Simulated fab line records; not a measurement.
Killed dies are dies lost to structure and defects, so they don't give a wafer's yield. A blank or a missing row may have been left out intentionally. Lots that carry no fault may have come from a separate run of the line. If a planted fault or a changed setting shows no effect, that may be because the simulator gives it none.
Matching of chambers -- flow n5Finfet -- N5_BEOL_M9_DESCUM_33 on rieDiel-03: 4 sister chambers
The step chemistry O2, time 7 s. 16 wafers are shown with their chamber, then 8 later ones without.

== WAFERS WITH THEIR CHAMBER ==
wafer,chamber,drypumpMotorCurrentA (A),throttleValvePct (%),oesProductAu (a.u.)
L074.1,3,5.9,20.80,0.68
L074.2,2,5.6,20.82,0.76
L074.5,1,6.4,20.51,0.68
L076.1,0,5.9,20.44,0.71
L076.2,2,5.7,20.82,0.76
L076.3,1,6.4,20.53,0.68
L078.1,0,5.9,20.46,0.70
L078.3,1,6.4,20.52,0.67
L078.4,2,5.6,20.81,0.76
L082.1,1,6.4,20.53,0.66
L082.3,0,5.9,20.45,0.69
L082.4,3,5.9,20.84,0.66
L086.3,2,5.6,20.85,0.75
L086.4,0,5.9,20.46,0.68
L086.5,1,6.4,20.54,0.67
L088.1,1,6.4,20.57,0.66

SIGNATURES, as means of the wafers listed above
reading,chamber 0,chamber 1,chamber 2,chamber 3,scatter within a chamber
drypumpMotorCurrentA,5.900,6.400,5.625,5.900,0.025
throttleValvePct,20.4525,20.5333,20.8250,20.8200,0.0185
oesProductAu,0.6950,0.6700,0.7575,0.6700,0.0099
Rule: distance of a wafer from a chamber = root of the sum over the readings of ((wafer's reading minus chamber's mean) / reading's scatter) squared. If the next closest chamber is less than 2 further off than the closest, the wafer can't be placed; otherwise it belongs to the closest. The scatter: take each reading less its chamber's mean, square it, sum over the shown wafers, divide by the number of wafers less the number of chambers, and take the root.

== WAFERS WHOSE CHAMBER IS MISSING ==
wafer,drypumpMotorCurrentA (A),throttleValvePct (%),oesProductAu (a.u.)
L088.2,5.9,20.45,0.69
L088.5,5.6,20.84,0.75
L093.1,5.6,20.86,0.73
L093.4,6.4,20.20,0.94
L093.5,5.9,20.50,0.68
L097.2,5.9,20.51,0.68
L097.4,5.9,20.49,0.93
L097.5,5.9,20.51,0.67

== EACH ONE'S CHAMBER ==
wafer,from the rows above,in truth
L088.2,0,0
L088.5,2,2
L093.1,2,2
L093.4,can't be placed: 1 or 0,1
L093.5,0,0
L097.2,0,0
L097.4,0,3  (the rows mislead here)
L097.5,0,0
6 of 8 placed correctly. These rows do not allow placing 1 (true chamber among the candidates in 1). Number placed wrongly: 1.
